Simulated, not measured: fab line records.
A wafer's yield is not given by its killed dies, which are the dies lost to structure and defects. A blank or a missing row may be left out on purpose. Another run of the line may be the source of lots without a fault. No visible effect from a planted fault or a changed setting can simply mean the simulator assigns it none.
A struck lot beside a sound one	flow nand-harc	39 steps out of a route of 1302
Sound: the wafers L214.1, L214.4, L214.5. The struck wafers were L223.2, L223.4, L223.5. At the end, the cause is stated.
At each step with rows: each side's tool, then ch and its chambers, then its first start. Under that, the readings that differ: sound wafers	struck wafers	difference of the means	sigmas: that difference in standard deviations of wafers without a fault.
alike: a reading whose means differ by less than 2 such deviations, as well as words and numbers matching on both sides. not compared: withheld readings; readings where some wafer has no value; bounds like >300 that might hide an equal value; numbers whose values overlap and for which the record gives no deviation.
A row with sigmas, a row that says differs or no value, or rows on one side alone: a step with any of these is where the two part. Numbers that don't overlap but have no deviation are shown without sigmas and don't part them. Lack of a reading on every wafer of one side parts them only where that side has two or more wafers.

first, 1 step without rows for these wafers: NHARC_A_ONON_D1_DEP_00 (target thk 1000 nm).
NHARC_A_ONON_D1_THK_MEAS_02: measures by ellipsometry.
  sound: film-metro-01 at day 7 23:38; struck: film-metro-01 at day 11 06:49
  alike: thk-nm
following that, 1 step holds no rows for these wafers, namely NHARC_A_ONON_D1_DEP_03 (target thickness 1000 nm).
NHARC_A_ONON_D1_THK_MEAS_05: measures by ellipsometry.
  sound: film-metro-02 at day 8 00:12; struck: film-metro-02 at day 11 07:23
  alike: thk-nm
following that, 1 step holds no rows for these wafers, namely NHARC_A_ONON_D1_DEP_06 (target thickness 1000 nm).
NHARC_A_ONON_D1_THK_MEAS_08: measures by ellipsometry.
  sound: film-metro-02 at day 8 00:53; struck: film-metro-01 at day 11 07:57
  alike: thk-nm
following that, 1 step holds no rows for these wafers, namely NHARC_A_ONON_D1_DEP_09 (target thickness 1000 nm).
NHARC_A_ONON_D1_THK_MEAS_11: measures by ellipsometry.
  sound: film-metro-02 at day 8 01:26; struck: film-metro-02 at day 11 08:31
reading	sound	struck	difference	sigmas
thk-nm (nm)	991 992 990	1023 1023 1022	+32	+3
following that, 1 step holds no rows for these wafers, namely NHARC_A_ONON_D1_DEP_12 (target thickness 1000 nm).
NHARC_A_ONON_D1_THK_MEAS_14: measures by ellipsometry.
  sound: film-metro-02 at day 8 02:01; struck: film-metro-02 at day 11 09:05
  alike: thk-nm
then, 1 step without rows for these wafers: NHARC_A_ONON_D1_ANNEAL_15 (time 3600 s).
NHARC_A_ONON_D1_DEP_16: target thk 1000 nm.
  sound on pecvd-onon-03 ch 0, day 8 09:10; struck on pecvd-onon-01 ch 0, day 11 18:38
  alike: n2-flow-sccm
NHARC_A_ONON_D1_THK_MEAS_18: measures by ellipsometry.
  sound: film-metro-01 at day 8 09:40; struck: film-metro-01 at day 11 19:05
  alike: thk-nm
following that, 1 step holds no rows for these wafers, namely NHARC_A_ONON_D1_DEP_19 (target thickness 1000 nm).
NHARC_A_ONON_D1_THK_MEAS_21: measures by ellipsometry.
  sound: film-metro-01 at day 8 10:14; struck: film-metro-02 at day 11 19:39
  alike: thk-nm
following that, 1 step holds no rows for these wafers, namely NHARC_A_ONON_D1_DEP_22 (target thickness 1000 nm).
NHARC_A_ONON_D1_THK_MEAS_24: measures by ellipsometry.
  sound: film-metro-01 at day 8 10:48; struck: film-metro-01 at day 11 20:13
  alike: thk-nm
following that, 1 step holds no rows for these wafers, namely NHARC_A_ONON_D1_DEP_25 (target thickness 1000 nm).
NHARC_A_ONON_D1_THK_MEAS_27: measures by ellipsometry.
  sound: film-metro-02 at day 8 11:22; struck: film-metro-01 at day 11 20:47
  alike: thk-nm
following that, 1 step holds no rows for these wafers, namely NHARC_A_ONON_D1_DEP_28 (target thickness 1000 nm).
NHARC_A_ONON_D1_THK_MEAS_30: measures by ellipsometry.
  sound: film-metro-01 at day 8 11:56; struck: film-metro-02 at day 11 21:21
reading	sound	struck	difference	sigmas
thk-nm (nm)	1008 1009 1009	990 990 988	-19	-2
NHARC_A_ONON_D1_DEP_33: deposits SiO2, target thk 200 nm.
  sound on pecvd-01 ch 0,1, day 8 12:05; struck on pecvd-01 ch 1,2, day 11 21:30
  alike: heater-power-w, throttle-valve-pct
NHARC_A_ONON_D1_THK_MEAS_34: measures by ellipsometry.
  sound: film-metro-02 at day 8 12:24; struck: film-metro-01 at day 11 21:49
  alike: thk-nm
NHARC_A_CHANNEL_HOLE_D1_DEP_00: deposits aC, target thk 3100 nm.
  sound on acl-dep-02 ch 0, day 8 12:52; struck on acl-dep-02 ch 0, day 11 22:17
  alike: throttle-valve-pct
NHARC_A_CHANNEL_HOLE_D1_DEP_01: deposits SiON, target thk 140 nm.
  sound on pecvd-02 ch 0,1,2, day 8 14:48; struck on pecvd-03 ch 0,1, day 11 23:57
  alike: heater-power-w
then, 10 steps without rows for these wafers: NHARC_A_CHANNEL_HOLE_D1_DEHYDRATE_02 (time 120 s); NHARC_A_CHANNEL_HOLE_D1_HMDS_03 (time 30 s); NHARC_A_CHANNEL_HOLE_D1_COAT_36 (time 75 s); NHARC_A_CHANNEL_HOLE_D1_COAT_37 (time 65 s); NHARC_A_CHANNEL_HOLE_D1_COAT_04 (resist thk 90 nm); NHARC_A_CHANNEL_HOLE_D1_SOFTBAKE_05 (time 55 s); NHARC_A_CHANNEL_HOLE_D1_EBR_06; NHARC_A_CHANNEL_HOLE_D1_EXPOSE_07 (exposes mask HOLE D1, target cd 100 nm); NHARC_A_CHANNEL_HOLE_D1_PEB_08 (peb time 65 s); NHARC_A_CHANNEL_HOLE_D1_DEVELOP_09 (develop time 35 s).
NHARC_A_CHANNEL_HOLE_D1_CD_MEAS_10 targets a cd of 100 nm.
  sound on cd-sem-03 ch 0, day 8 15:24; struck on cd-sem-02 ch 0, day 12 00:31
  alike: cd-nm
NHARC_A_CHANNEL_HOLE_D1_OVL_MEAS_11:
  sound: overlay-01 at day 8 15:29; struck: overlay-02 at day 12 00:36
reading	sound	struck	difference	sigmas
overlay-x-nm (nm)	2.5 2.0 2.1	-1.0 -1.2 -1.4	-3.4	-3
  alike: overlay-y-nm
NHARC_A_CHANNEL_HOLE_D1_DESCUM_15: chemistry O2, time 3 s.
  sound on rie-diel-06 ch 0,1,3, day 8 15:37; struck on rie-diel-06 ch 1,2,3, day 12 00:55
  alike: drypump-motor-current-A, oes-product-au, rf-vpp-V, showerhead-plenum-p-Torr, throttle-valve-pct
  not compared: rf-hours-counter-h
-- the record jumps here: 17 days lie between the struck wafers' starts before and after (it left off in module A_CHANNEL_HOLE_D1 and takes up again in module END, whose first step shown is number 1302 of the route) --
NHARC_END_SORT_01:
  sound on prober-01 ch 0, day 27 00:10; struck on prober-02 ch 0, day 28 18:13
reading	sound	struck	difference	sigmas
killed-at-array	76 58 66	128 123 124	+58	+3
killed-at-periphery	7 7 10	1 3 5	-5	-2
killed-dies	83 65 76	131 127 129	+54	+3
  alike: killed-at-other, killed-open, killed-short

WHERE THEY PART
At NHARC_A_ONON_D1_THK_MEAS_11 first; at NHARC_END_SORT_01 last (within this record only).

WHY: what had been put in by the simulator
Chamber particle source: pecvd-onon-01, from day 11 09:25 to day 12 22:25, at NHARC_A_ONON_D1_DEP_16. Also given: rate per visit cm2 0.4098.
